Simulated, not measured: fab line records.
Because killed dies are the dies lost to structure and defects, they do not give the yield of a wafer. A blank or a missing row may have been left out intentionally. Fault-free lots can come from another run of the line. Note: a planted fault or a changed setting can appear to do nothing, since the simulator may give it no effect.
Split-lot experiment / flow n5Finfet / on a route of 1938 steps: 7 lots, 21 wafers read

## THE SPLIT ITSELF
At N5_BEOL_M13_SPUTTER_44 (material Ta, target thk 10 nm, time 16.13 s), the setting powerW was moved away from the recipe's 15000 W on 7 of the 21 wafers read, by -14.1% to -6.5%. This setting was run at the recipe's value on the other wafers.

The split's own step is where the reading is taken.

## THE READING
Ta_of_BEOL_M13_SPUTTER_44.thkNm (the simulator's own value, which no gauge read), in nm, at N5_BEOL_M13_SPUTTER_44 (material Ta, target thk 10 nm, time 16.13 s). The file gives no usual value for it. Here, 14 wafers ran the recipe; their average is 9.9 nm with a standard deviation of 0.16 nm.

wafer=L075.1; tool, chamber at the split=pvdSputter-01, -; powerW as run, W=15000; against the recipe=recipe; Ta_of_BEOL_M13_SPUTTER_44.thkNm, nm=9.8; against lot-mates on the recipe=-
wafer=L075.3; tool, chamber at the split=pvdSputter-01, -; powerW as run, W=15000; against the recipe=recipe; Ta_of_BEOL_M13_SPUTTER_44.thkNm, nm=10; against lot-mates on the recipe=-
wafer=L075.4; tool, chamber at the split=pvdSputter-01, -; powerW as run, W=12890; against the recipe=-14.1%; Ta_of_BEOL_M13_SPUTTER_44.thkNm, nm=8.6; against lot-mates on the recipe=-1.3
wafer=L077.2; tool, chamber at the split=pvdSputter-02, -; powerW as run, W=15000; against the recipe=recipe; Ta_of_BEOL_M13_SPUTTER_44.thkNm, nm=10.2; against lot-mates on the recipe=-
wafer=L077.3; tool, chamber at the split=pvdSputter-02, -; powerW as run, W=13090; against the recipe=-12.7%; Ta_of_BEOL_M13_SPUTTER_44.thkNm, nm=8.8; against lot-mates on the recipe=-1.3
wafer=L077.6; tool, chamber at the split=pvdSputter-02, -; powerW as run, W=15000; against the recipe=recipe; Ta_of_BEOL_M13_SPUTTER_44.thkNm, nm=10; against lot-mates on the recipe=-
wafer=L078.2; tool, chamber at the split=pvdSputter-03, -; powerW as run, W=15000; against the recipe=recipe; Ta_of_BEOL_M13_SPUTTER_44.thkNm, nm=9.6; against lot-mates on the recipe=-
wafer=L078.4; tool, chamber at the split=pvdSputter-03, -; powerW as run, W=13770; against the recipe=-8.2%; Ta_of_BEOL_M13_SPUTTER_44.thkNm, nm=9.2; against lot-mates on the recipe=-0.5
wafer=L078.5; tool, chamber at the split=pvdSputter-03, -; powerW as run, W=15000; against the recipe=recipe; Ta_of_BEOL_M13_SPUTTER_44.thkNm, nm=9.8; against lot-mates on the recipe=-
wafer=L082.2; tool, chamber at the split=pvdSputter-02, -; powerW as run, W=15000; against the recipe=recipe; Ta_of_BEOL_M13_SPUTTER_44.thkNm, nm=10; against lot-mates on the recipe=-
wafer=L082.4; tool, chamber at the split=pvdSputter-02, -; powerW as run, W=14020; against the recipe=-6.5%; Ta_of_BEOL_M13_SPUTTER_44.thkNm, nm=9.2; against lot-mates on the recipe=-0.8
wafer=L082.6; tool, chamber at the split=pvdSputter-02, -; powerW as run, W=14020; against the recipe=-6.5%; Ta_of_BEOL_M13_SPUTTER_44.thkNm, nm=9.2; against lot-mates on the recipe=-0.8
wafer=L084.1; tool, chamber at the split=pvdSputter-02, -; powerW as run, W=15000; against the recipe=recipe; Ta_of_BEOL_M13_SPUTTER_44.thkNm, nm=10; against lot-mates on the recipe=-
wafer=L084.3; tool, chamber at the split=pvdSputter-02, -; powerW as run, W=15000; against the recipe=recipe; Ta_of_BEOL_M13_SPUTTER_44.thkNm, nm=10.2; against lot-mates on the recipe=-
wafer=L084.6; tool, chamber at the split=pvdSputter-02, -; powerW as run, W=15000; against the recipe=recipe; Ta_of_BEOL_M13_SPUTTER_44.thkNm, nm=9.8; against lot-mates on the recipe=-
wafer=L091.1; tool, chamber at the split=pvdSputter-02, -; powerW as run, W=13000; against the recipe=-13.3%; Ta_of_BEOL_M13_SPUTTER_44.thkNm, nm=8.8; against lot-mates on the recipe=-1.2
wafer=L091.2; tool, chamber at the split=pvdSputter-02, -; powerW as run, W=13000; against the recipe=-13.3%; Ta_of_BEOL_M13_SPUTTER_44.thkNm, nm=8.6; against lot-mates on the recipe=-1.4
wafer=L091.3; tool, chamber at the split=pvdSputter-02, -; powerW as run, W=15000; against the recipe=recipe; Ta_of_BEOL_M13_SPUTTER_44.thkNm, nm=10; against lot-mates on the recipe=-
wafer=L095.3; tool, chamber at the split=pvdSputter-03, -; powerW as run, W=15000; against the recipe=recipe; Ta_of_BEOL_M13_SPUTTER_44.thkNm, nm=10; against lot-mates on the recipe=-
wafer=L095.5; tool, chamber at the split=pvdSputter-03, -; powerW as run, W=15000; against the recipe=recipe; Ta_of_BEOL_M13_SPUTTER_44.thkNm, nm=10; against lot-mates on the recipe=-
wafer=L095.6; tool, chamber at the split=pvdSputter-03, -; powerW as run, W=15000; against the recipe=recipe; Ta_of_BEOL_M13_SPUTTER_44.thkNm, nm=9.8; against lot-mates on the recipe=-

FIT RESULTS
A straight line over all 21 wafers: Ta_of_BEOL_M13_SPUTTER_44.thkNm changes by +0.0943 nm for each +1% of powerW; r = +0.96; the points scatter about the line by 0.15 nm.
The same after taking each lot's own level away (the mean of its wafers on the recipe; 21 wafers): +0.0964 nm for each +1%; r = +0.97; scatter 0.13 nm.
Per that fit: largest powerW move, reading shift of 1.4 nm.
Across the lots, their own levels run from 9.70 to 10.10 nm, a range of 2.5 times the standard deviation given above.
Hence the lot-to-lot level has little effect on the slope; both slopes agree.
Check: -1.38 nm against its lot-mates is what the line predicts for one of the wafers moved furthest among these (-14.1%) when that wafer is left out of the fit. Against them it came out at -1.3 nm.

## FILE'S OWN FIT
Ta_of_BEOL_M13_SPUTTER_44.thkNm changes by +0.0949 nm for each +1% of powerW, r = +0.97.
